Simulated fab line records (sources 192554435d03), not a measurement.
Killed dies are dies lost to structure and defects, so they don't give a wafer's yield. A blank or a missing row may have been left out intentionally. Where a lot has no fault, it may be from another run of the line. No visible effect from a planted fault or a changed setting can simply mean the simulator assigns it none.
fab line records	flow n5_finfet
record lots=7	wafers=39
route steps=1938 shown ZERO_LAYER@4 SD_EPI_N@279 HKMG_FIN@397 BEOL_M0_SAQP@663 BEOL_M3@974 BEOL_M6@1260 BEOL_M9@1440
start_h: hours from the record's first day to the start of the lot's first wafer shown	wait_h: time in hours since the lot's previous step	" unchanged from the row above	L1.1+2: one row covering several wafers at once	- value missing, or start not given	* or withheld: withheld	< > ~ a bound
route shown NAME@n: a module of which the file shows steps, and the number in the route of the first	usual: mean/standard deviation of fault-free wafers	same: alike in all rows	chamber/n: place in a boat	sites: per-site readings	_std_site: their standard deviation	_edge_site: mean of outer sites minus mean of inner sites	radius_mm: how far each site lies from the wafer's centre	mask NAME#n: copy n	behind: the most recent tool/chamber to have shaped the wafer	hold: why the lot went on hold/how many hours it stayed there/how the hold came to an end	device: names the non-switching transistor (n, p or np)	end of line: the route-end tests of the same wafers	where a step has no rows: the recipe by itself	killed: at the first sort, the dies lost to defects and structure; wafer yield is something else	map: a wafer's dies, marking killed ones x, the rest . and places with no die _
set.NAME: the setting that was run; set.NAME@STEP: the one run at that earlier step	model.NAME: the simulator's own value behind a step, which no gauge read
lots run with intentionally changed settings; tables by step, rows by wafer
## steps
# step N5_ZERO_LAYER_PECVD_02
# recipe material=SiO2	target_thk_a=100	temp_c=400	precursor=SiH4/N2O	pressure_torr=0.75	rf_w=275	time_s=6
lot.wafer	tool	chamber	start_h	wait_h	set.time_s	model.SiO2_of_ZERO_LAYER_PECVD_02.thk_nm
L074.1	pecvd-04	0	12.28	0.0	6	9.805
L074.2	"	2	"	"	6	9.822
L074.3	"	1	"	"	6	10.05
L074.4	"	2	"	"	6	10.13
L074.5	"	1	"	"	6	10.07
L074.6	"	0	"	"	6	9.886
L076.1	pecvd-03	1	24.28	0.0	2.964	5.097
L076.2	"	0	"	"	6	9.745
L076.3	"	2	"	"	2.964	4.798
L076.4	"	2	"	"	6	9.96
L076.5	"	0	"	"	2.964	4.72
L076.6	"	1	"	"	6	10.47
L080.1	pecvd-03	2	48.28	0.0	3.538	5.918
L080.2	"	0	"	"	6	9.813
L080.3	"	1	"	"	6	10.21
L080.4	"	2	"	"	6	10.02
L080.5	"	1	"	"	3.538	6.224
L080.6	"	0	"	"	3.538	5.838
L087.1	pecvd-04	0	90.28	0.0	3.655	5.94
L087.2	"	1	"	"	6	9.935
L087.3	"	1	"	"	6	10.12
L087.4	"	0	"	"	3.655	6.077
L087.5	"	1	"	"	3.655	6.131
L087.6	"	0	"	"	6	9.971
L092.1	pecvd-01	0	120.28	0.0	8.724	14.68
L092.2	"	1	"	"	8.724	14.2
L092.3	"	2	"	"	6	10.04
L092.4	"	0	"	"	6	10.18
L092.5	"	1	"	"	8.724	14.65
L092.6	"	2	"	"	6	9.943
L096.2	pecvd-01	1	144.28	0.0	6	10.06
L096.4	"	1	"	"	6	10.29
L096.5	"	1	"	"	6	10.22
L097.1	pecvd-03	0	150.28	0.0	6	9.711
L097.2	"	1	"	"	3.56	6.028
L097.3	"	2	"	"	3.56	5.778
L097.4	"	2	"	"	6	9.843
L097.5	"	1	"	"	6	10.23
L097.6	"	0	"	"	3.56	5.794
# step N5_SD_EPI_N_ETCH_16
# recipe chemistry=CHF3/O2	target=SiO2	target_depth_a=50	mask_material=SOC	pressure_mtorr=30	source_w=650	bias_w=170	Ar_flow_sccm=200	CHF3_flow_sccm=50	O2_flow_sccm=5	ion_energy_ev=200
lot.wafer	tool	chamber	start_h	wait_h	set.target_depth_a	model.etch.depth_nm
L074.1	rie_diel-04	0	50.55	0.1	30.48	3.091
L074.2	"	2	"	"	50	4.931
L074.3	"	3	"	"	50	5.049
L074.4	"	1	"	"	50	5.098
L074.5	"	2	"	"	30.48	3.02
L074.6	"	1	"	"	30.48	3.09
L076.1	rie_diel-01	2	62.62	0.1	50	5.03
L076.2	"	0	"	"	50	5.034
L076.3	"	1	"	"	50	4.888
L076.4	"	3	"	"	29.97	2.998
L076.5	"	1	"	"	29.97	2.942
L076.6	"	2	"	"	29.97	3.039
L080.1	rie_diel-05	3	84.67	0.1	58.34	5.494
L080.2	"	1	"	"	58.34	5.956
L080.3	"	0	"	"	58.34	5.861
L080.4	"	1	"	"	50	5.108
L080.5	"	3	"	"	50	4.687
L080.6	"	0	"	"	50	5.04
L087.1	rie_diel-04	3	127.83	0.1	59.07	6.082
L087.2	"	2	"	"	50	5.022
L087.3	"	0	"	"	50	4.862
L087.4	"	1	"	"	59.07	5.92
L087.5	"	2	"	"	50	5.079
L087.6	"	3	"	"	59.07	6.013
L092.1	rie_diel-01	2	156.76	0.1	50	5.034
L092.2	"	1	"	"	41.64	4.028
L092.3	"	3	"	"	41.64	4.201
L092.4	"	0	"	"	41.64	4.107
L092.5	"	2	"	"	50	5.047
L092.6	"	3	"	"	50	5.078
L096.2	rie_diel-05	3	181.29	0.1	50	5.002
L096.4	"	1	"	"	50	5.063
L096.5	"	3	"	"	50	4.999
L097.1	rie_diel-01	2	192.10	0.1	50	4.871
L097.2	"	3	"	"	63.36	6.276
L097.3	"	0	"	"	63.36	6.262
L097.4	"	1	"	"	63.36	6.082
L097.5	"	0	"	"	50	4.952
L097.6	"	1	"	"	50	4.814
# step N5_HKMG_FIN_DEVELOP_48
# recipe develop_time_s=30	developer=TMAH	resist=CAR-ArF	rinse_liquid=diw	dry=air_spin	dev_temp_c=23
lot.wafer	tool	chamber	start_h	wait_h	set.develop_time_s
L074.1+3+6	litho_track-02	0	-	-	38.41
L074.2+4+5	"	0	"	"	30
L076.1+2+4	litho_track-02	0	-	-	30
L076.3+5+6	"	0	"	"	36.78
L080.1+2+6	litho_track-01	0	-	-	30
L080.3+4+5	"	0	"	"	14.26
L087.1+2+5	litho_track-02	0	-	-	20.56
L087.3+4+6	"	0	"	"	30
L092.1+3+4	litho_track-02	0	-	-	36.29
L092.2+5+6	"	0	"	"	30
L096.2+4+5	litho_track-01	0	-	-	30
L097.1+2+3	litho_track-02	0	-	-	30
L097.4+5+6	"	0	"	"	16.97
# step N5_HKMG_FIN_CD_MEAS_49
# recipe target_cd_nm=202	landing_energy_ev=500	detector=se_inlens	polarity=opening
# usual cd_nm=202.6/0.79
lot.wafer	tool	chamber	start_h	wait_h	set.develop_time_s@HKMG_FIN_DEVELOP_48	cd_nm
L074.1	cd_sem-02	0	74.85	-	38.41	204.1
L074.2	"	0	"	"	30	202.8
L074.3	"	0	"	"	38.41	203.3
L074.4	"	0	"	"	30	203.3
L074.5	"	0	"	"	30	201.6
L074.6	"	0	"	"	38.41	203.7
L076.1	cd_sem-03	0	84.25	-	30	202.9
L076.2	"	0	"	"	30	204.1
L076.3	"	0	"	"	36.78	204.1
L076.4	"	0	"	"	30	204.2
L076.5	"	0	"	"	36.78	204.7
L076.6	"	0	"	"	36.78	204.0
L080.1	cd_sem-01	0	106.72	-	30	202.9
L080.2	"	0	"	"	30	203.6
L080.3	"	0	"	"	14.26	199.4
L080.4	"	0	"	"	14.26	199.6
L080.5	"	0	"	"	14.26	199.6
L080.6	"	0	"	"	30	203.7
L087.1	cd_sem-03	0	149.51	-	20.56	199.2
L087.2	"	0	"	"	20.56	200.7
L087.3	"	0	"	"	30	202.6
L087.4	"	0	"	"	30	201.6
L087.5	"	0	"	"	20.56	199.8
L087.6	"	0	"	"	30	202.3
L092.1	cd_sem-03	0	178.12	-	36.29	203.2
L092.2	"	0	"	"	30	203.3
L092.3	"	0	"	"	36.29	204.5
L092.4	"	0	"	"	36.29	203.1
L092.5	"	0	"	"	30	202.7
L092.6	"	0	"	"	30	203.5
L096.2	cd_sem-03	0	206.14	-	30	203.8
L096.4	"	0	"	"	30	203.1
L096.5	"	0	"	"	30	204.0
L097.1	cd_sem-02	0	213.86	-	30	202.4
L097.2	"	0	"	"	30	202.9
L097.3	"	0	"	"	30	202.3
L097.4	"	0	"	"	16.97	198.1
L097.5	"	0	"	"	16.97	201.2
L097.6	"	0	"	"	16.97	200.0
# step N5_BEOL_M0_SAQP_SPACER1_ALD_98
# recipe material=SiO2	target_thk_a=128	temp_c=300	ald_precursor_family=BDEAS	ald_co_reactant=O2-plasma	pulse_time_s=1	purge_time_s=2	co_reactant_purge_time_s=2	ald_cycles=138	pressure_torr=2
lot.wafer	tool	chamber	start_h	wait_h	set.ald_cycles	model.SiO2_of_BEOL_M0_SAQP_SPACER1_ALD_98.thk_nm
L074.1+2+4+5+6	ald_sin-03	2,1,3,3,2	112.96	0.9	138	12.8
L074.3	"	0	"	"	138	12.6
L076.1+3+4	ald_sin-01	2,1,0	121.04	0.3	188	17.4
L076.2+5+6	"	3,1,0	"	"	138	12.8
L080.1+4+5	ald_sin-01	1,2,2	144.64	0.3	109	10.2
L080.2+6	"	3	"	"	138	12.8
L080.3	"	0	"	"	138	13
L087.1+5+6	ald_sin-02	1,2,1	185.10	0.3	191	17.8
L087.2+3+4	"	3,2,0	"	"	138	12.8
L092.1+2+3+5+6	ald_sin-01	2,0,1,3,2	213.01	0.3	138	12.8
L092.4	"	3	"	"	138	12.6
L096.2+4+5	ald_sin-01	1,0,0	239.92	0.3	138	12.8
L097.1+4+5+6	ald_sin-02	3,0,1,2	247.57	0.3	138	12.8
L097.2+3	"	1,2	"	"	138	13
# step N5_BEOL_M0_SAQP_SPACER1_ETCHBACK_99
# recipe chemistry=CHF3/O2	mode=anisotropic_etchback	target=SiO2	target_depth_a=154	time_s=7.7	pressure_mtorr=30	source_w=650	bias_w=170	Ar_flow_sccm=200	CHF3_flow_sccm=50	O2_flow_sccm=5	ion_energy_ev=200
# step N5_BEOL_M0_SAQP_MANDREL1_REMOVE_100
# recipe chemistry=HBr/Cl2/O2	bt_time_s=10	target=a-Si	stop_on=SiNx	endpoint=OES-SiCl	over_etch_frac=0.85	icp_w=600	bias_w=30	HBr_flow_sccm=150	Cl2_flow_sccm=80	O2_flow_sccm=5	pressure_mtorr=10
lot.wafer	tool	chamber	start_h	wait_h	set.ald_cycles@BEOL_M0_SAQP_SPACER1_ALD_98	model.BEOL_M0_SAQP.cd_nm
L074.1+3+5+6	rie_si-02	3,0,0,3	113.52	0.1	138	12.8
L074.2	"	2	"	"	138	13
L074.4	"	1	"	"	138	12.6
L076.1	rie_si-02	2	121.61	0.1	188	17.4
L076.2+5	"	1,3	"	"	138	12.8
L076.3+4	"	0,3	"	"	188	17.6
L076.6	"	0	"	"	138	13
L080.1+4	rie_si-02	3,0	145.20	0.1	109	10.2
L080.2+6	"	2	"	"	138	12.8
L080.3	"	1	"	"	138	12.6
L080.5	"	1	"	"	109	10
L087.1+5+6	rie_si-03	1,3,0	185.66	0.1	191	17.8
L087.2+3+4	"	3,2,0	"	"	138	12.8
L092.1+3+5	rie_si-03	3,2,3	213.77	0.1	138	13
L092.2+4+6	"	1,2,1	"	"	138	12.8
L096.2	rie_si-02	2	240.49	0.1	138	13
L096.4	"	3	"	"	138	12.8
L096.5	"	0	"	"	138	12.6
L097.1+4	rie_si-06	2,1	248.18	0.1	138	12.8
L097.2+3+6	"	1,3,3	"	"	138	13.2
L097.5	"	2	"	"	138	13
# step N5_BEOL_M0_SAQP_CD_MEAS_25
# recipe target_cd_nm=13.1	landing_energy_ev=1000	detector=se_inlens
# usual cd_nm=12.84/0.23
lot.wafer	tool	chamber	start_h	wait_h	set.ald_cycles@BEOL_M0_SAQP_SPACER1_ALD_98	cd_nm
L074.1	cd_sem-03	0	113.63	0.1	138	12.98
L074.2	"	0	"	"	138	13.19
L074.3	"	0	"	"	138	12.84
L074.4	"	0	"	"	138	12.38
L074.5	"	0	"	"	138	12.75
L074.6	"	0	"	"	138	12.78
L076.1	cd_sem-03	0	121.72	0.1	188	17.47
L076.2	"	0	"	"	138	12.64
L076.3	"	0	"	"	188	17.40
L076.4	"	0	"	"	188	17.32
L076.5	"	0	"	"	138	12.84
L076.6	"	0	"	"	138	13.06
L080.1	cd_sem-02	0	145.31	0.1	109	10.08
L080.2	"	0	"	"	138	12.97
L080.3	"	0	"	"	138	12.48
L080.4	"	0	"	"	109	10.09
L080.5	"	0	"	"	109	10.22
L080.6	"	0	"	"	138	12.62
L087.1	cd_sem-03	0	185.77	0.1	191	17.86
L087.2	"	0	"	"	138	12.69
L087.3	"	0	"	"	138	12.82
L087.4	"	0	"	"	138	13.00
L087.5	"	0	"	"	191	17.83
L087.6	"	0	"	"	191	17.38
L092.1	cd_sem-01	0	213.88	0.1	138	12.77
L092.2	"	0	"	"	138	12.92
L092.3	"	0	"	"	138	12.92
L092.4	"	0	"	"	138	12.51
L092.5	"	0	"	"	138	12.91
L092.6	"	0	"	"	138	12.95
L096.2	cd_sem-02	0	240.60	0.1	138	12.96
L096.4	"	0	"	"	138	12.76
L096.5	"	0	"	"	138	12.95
L097.1	cd_sem-02	0	248.29	0.1	138	12.97
L097.2	"	0	"	"	138	13.50
L097.3	"	0	"	"	138	13.18
L097.4	"	0	"	"	138	12.74
L097.5	"	0	"	"	138	13.16
L097.6	"	0	"	"	138	13.01
# step N5_BEOL_M3_ETCH_70
# recipe chemistry=N2/H2	target=SOC	target_depth_a=800	overetch_a=160	mask_material=SiARC	temp_c=40	time_s=120	ion_energy_ev=200	pressure_mtorr=30	source_w=840	bias_w=150	n2_flow_sccm=200	h2_flow_sccm=200
lot.wafer	tool	chamber	start_h	wait_h	set.time_s	model.etch.depth_nm	model.SiARC_of_BEOL_M3_COAT_68.thk_nm
L074.1	rie_diel-03	3	152.25	0.0	98.63	60.12	7.8
L074.2	"	2	"	"	120	60.07	6.6
L074.3	"	1	"	"	120	60.06	6.8
L074.4	"	0	"	"	98.63	60.1	7.6
L074.5	"	1	"	"	98.63	60.11	7.6
L074.6	"	0	"	"	120	59.89	6.8
L076.1	rie_diel-02	0	161.28	0.0	120	60.16	6.6
L076.2	"	2	"	"	179.2	60.06	4
L076.3	"	1	"	"	120	60.13	6.8
L076.4	"	1	"	"	179.2	60.09	4.2
L076.5	"	2	"	"	179.2	60.05	4
L076.6	"	0	"	"	120	60.08	6.6
L080.1	rie_diel-06	3	179.92	0.0	120	60.35	6.4
L080.2	"	0	"	"	53.87	42.88	9.4
L080.3	"	2	"	"	53.87	40.12	9.6
L080.4	"	1	"	"	53.87	45.09	9.4
L080.5	"	3	"	"	120	60.18	6.2
L080.6	"	2	"	"	120	60.37	6.8
L087.1	rie_diel-03	2	227.19	0.0	120	60.16	6.6
L087.2	"	1	"	"	120	59.93	6.8
L087.3	"	3	"	"	120	60.13	7
L087.4	"	2	"	"	120	60.2	6.6
L087.5	"	1	"	"	120	60.2	6.8
L087.6	"	3	"	"	120	60.16	7
L092.1	rie_diel-03	2	258.68	0.0	120	59.45	6.6
L092.2	"	1	"	"	69.97	54.61	9
L092.3	"	0	"	"	120	59.82	6.8
L092.4	"	1	"	"	69.97	53.94	9
L092.5	"	0	"	"	69.97	54.13	9
L092.6	"	2	"	"	120	59.88	6.6
L096.2	rie_diel-03	2	278.31	0.0	120	59.91	6.6
L096.4	"	3	"	"	120	60.04	6.6
L096.5	"	2	"	"	120	59.99	6.6
L097.1	rie_diel-02	3	294.61	0.0	65.59	49.68	9.2
L097.2	"	0	"	"	120	60.33	6.6
L097.3	"	2	"	"	65.59	52.22	9.2
L097.4	"	1	"	"	65.59	50.71	9.2
L097.5	"	2	"	"	120	60.3	6.8
L097.6	"	3	"	"	120	60.48	6.6
# step N5_BEOL_M6_DEP_56
# recipe material=SiCN	target_thk_a=100	temp_c=withheld	precursor=3MS/NH3	pressure_torr=3	rf_w=202	time_s=17.5
lot.wafer	tool	chamber	start_h	wait_h	set.time_s	model.SiCN_of_BEOL_M6_DEP_56.thk_nm
L074.1	pecvd-01	2	190.09	0.0	17.5	10.2
L074.2	"	0	"	"	17.5	10
L074.3	"	1	"	"	25.98	14.6
L074.4	"	0	"	"	25.98	14.8
L074.5	"	1	"	"	25.98	15
L074.6	"	2	"	"	17.5	10.4
L076.1	pecvd-04	1	203.19	0.0	17.5	9.6
L076.2	"	2	"	"	11.32	6.2
L076.3	"	1	"	"	11.32	6.6
L076.4	"	2	"	"	17.5	9.8
L076.5	"	1	"	"	17.5	10
L076.6	"	2	"	"	11.32	6.4
L080.1+6	pecvd-02	1	216.33	0.0	9.782	5.6
L080.2	"	0	"	"	9.782	5.8
L080.3	"	0	"	"	17.5	10.2
L080.4+5	"	1,0	"	"	17.5	10
L087.1+4+6	pecvd-02	1,2,0	265.26	0.0	17.5	10
L087.2	"	2	"	"	17.5	9.6
L087.3	"	0	"	"	17.5	9.8
L087.5	"	1	"	"	17.5	10.2
L092.1	pecvd-02	1	300.26	0.0	17.5	9.4
L092.2+3	"	0,2	"	"	17.5	9.6
L092.4+6	"	1,2	"	"	13.08	7.2
L092.5	"	0	"	"	13.08	7.4
L096.2+4	pecvd-04	0,1	315.71	0.0	17.5	10
L096.5	"	0	"	"	17.5	10.2
L097.1+3	pecvd-01	2,1	330.82	0.0	17.5	10
L097.2+5	"	0,2	"	"	17.5	10.4
L097.4+6	"	0,1	"	"	17.5	10.2
# step N5_BEOL_M9_ETCH_66
# recipe chemistry=N2/H2	target=SOC	target_depth_a=800	overetch_a=160	mask_material=SiARC	temp_c=40	time_s=120	ion_energy_ev=200	pressure_mtorr=30	source_w=840	bias_w=150	n2_flow_sccm=200	h2_flow_sccm=200
lot.wafer	tool	chamber	start_h	wait_h	set.time_s	model.etch.depth_nm	model.SiARC_of_BEOL_M9_COAT_64.thk_nm
L074.1	rie_diel-06	0	213.45	0.0	101.8	60.21	7.2
L074.2	"	1	"	"	120	60.03	6.4
L074.3	"	2	"	"	101.8	60.16	7.6
L074.4	"	3	"	"	120	60.08	6.4
L074.5	"	3	"	"	101.8	60.09	7.4
L074.6	"	0	"	"	120	60.04	6.4
L076.1	rie_diel-03	3	222.85	0.0	120	60.25	7
L076.2	"	2	"	"	55.66	43.85	9.6
L076.3	"	1	"	"	55.66	43.83	9.6
L076.4	"	1	"	"	120	60.3	6.8
L076.5	"	2	"	"	55.66	44.05	9.6
L076.6	"	3	"	"	120	60.18	7
L080.1	rie_diel-02	0	237.08	0.0	120	60.13	6.6
L080.2	"	3	"	"	145	59.86	5.6
L080.3	"	2	"	"	145	59.82	5.8
L080.4	"	1	"	"	120	59.86	7
L080.5	"	0	"	"	120	59.83	6.6
L080.6	"	3	"	"	145	59.9	5.6
L087.1	rie_diel-02	2	285.17	0.0	120	60.43	6.8
L087.2	"	0	"	"	71.1	55.75	8.8
L087.3	"	1	"	"	120	60.15	7
L087.4	"	2	"	"	71.1	56.02	9
L087.5	"	0	"	"	120	60.09	6.6
L087.6	"	1	"	"	71.1	54.94	9
L092.1	rie_diel-06	2	322.43	0.0	120	59.56	6.8
L092.2	"	3	"	"	183	59.65	3.6
L092.3	"	0	"	"	183	59.47	3
L092.4	"	2	"	"	183	59.67	4.2
L092.5	"	3	"	"	120	59.69	6.6
L092.6	"	0	"	"	120	59.62	6.2
L096.2	rie_diel-03	1	339.17	0.0	120	60.16	6.8
L096.4	"	0	"	"	120	60.06	6.8
L096.5	"	1	"	"	120	60.02	6.8
L097.1	rie_diel-06	2	349.80	0.0	180.5	60.1	4.2
L097.2	"	3	"	"	120	60.21	6.6
L097.3	"	0	"	"	120	60.07	6.2
L097.4	"	1	"	"	180.5	60.31	3.6
L097.5	"	0	"	"	180.5	60.22	3.2
L097.6	"	3	"	"	120	60.23	6.6
## key
split step=N5_ZERO_LAYER_PECVD_02	setting=time_s	stated=6	by=wafer
response step=N5_ZERO_LAYER_PECVD_02	reading=model.SiO2_of_ZERO_LAYER_PECVD_02.thk_nm	change=+0.1	per=1%	r=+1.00
split step=N5_SD_EPI_N_ETCH_16	setting=target_depth_a	stated=50	by=wafer
response step=N5_SD_EPI_N_ETCH_16	reading=model.etch.depth_nm	change=+0.0507	per=1%	r=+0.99
split step=N5_HKMG_FIN_DEVELOP_48	setting=develop_time_s	stated=30	by=wafer
response step=N5_HKMG_FIN_CD_MEAS_49	reading=cd_nm	change=+0.0608	per=1%	r=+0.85
split step=N5_BEOL_M0_SAQP_SPACER1_ALD_98	setting=ald_cycles	stated=138	by=wafer
response step=N5_BEOL_M0_SAQP_SPACER1_ALD_98	reading=model.SiO2_of_BEOL_M0_SAQP_SPACER1_ALD_98.thk_nm	change=+0.128	per=1%	r=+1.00
response step=N5_BEOL_M0_SAQP_MANDREL1_REMOVE_100	reading=model.BEOL_M0_SAQP.cd_nm	change=+0.129	per=1%	r=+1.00
response step=N5_BEOL_M0_SAQP_CD_MEAS_25	reading=cd_nm	change=+0.125	per=1%	r=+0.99
split step=N5_BEOL_M3_ETCH_70	setting=time_s	stated=120	by=wafer
response step=N5_BEOL_M3_ETCH_70	reading=model.etch.depth_nm	shape=bent	at_lowest=42.69	at_stated=60.09	at_highest=60.06
response step=N5_BEOL_M3_ETCH_70	reading=model.SiARC_of_BEOL_M3_COAT_68.thk_nm	change=-0.0545	per=1%	r=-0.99
split step=N5_BEOL_M6_DEP_56	setting=time_s	stated=17.5	by=wafer
response step=N5_BEOL_M6_DEP_56	reading=model.SiCN_of_BEOL_M6_DEP_56.thk_nm	change=+0.0962	per=1%	r=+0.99
split step=N5_BEOL_M9_ETCH_66	setting=time_s	stated=120	by=wafer
response step=N5_BEOL_M9_ETCH_66	reading=model.etch.depth_nm	shape=bent	at_lowest=43.91	at_stated=60.05	at_highest=59.6
response step=N5_BEOL_M9_ETCH_66	reading=model.SiARC_of_BEOL_M9_COAT_64.thk_nm	change=-0.0536	per=1%	r=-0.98
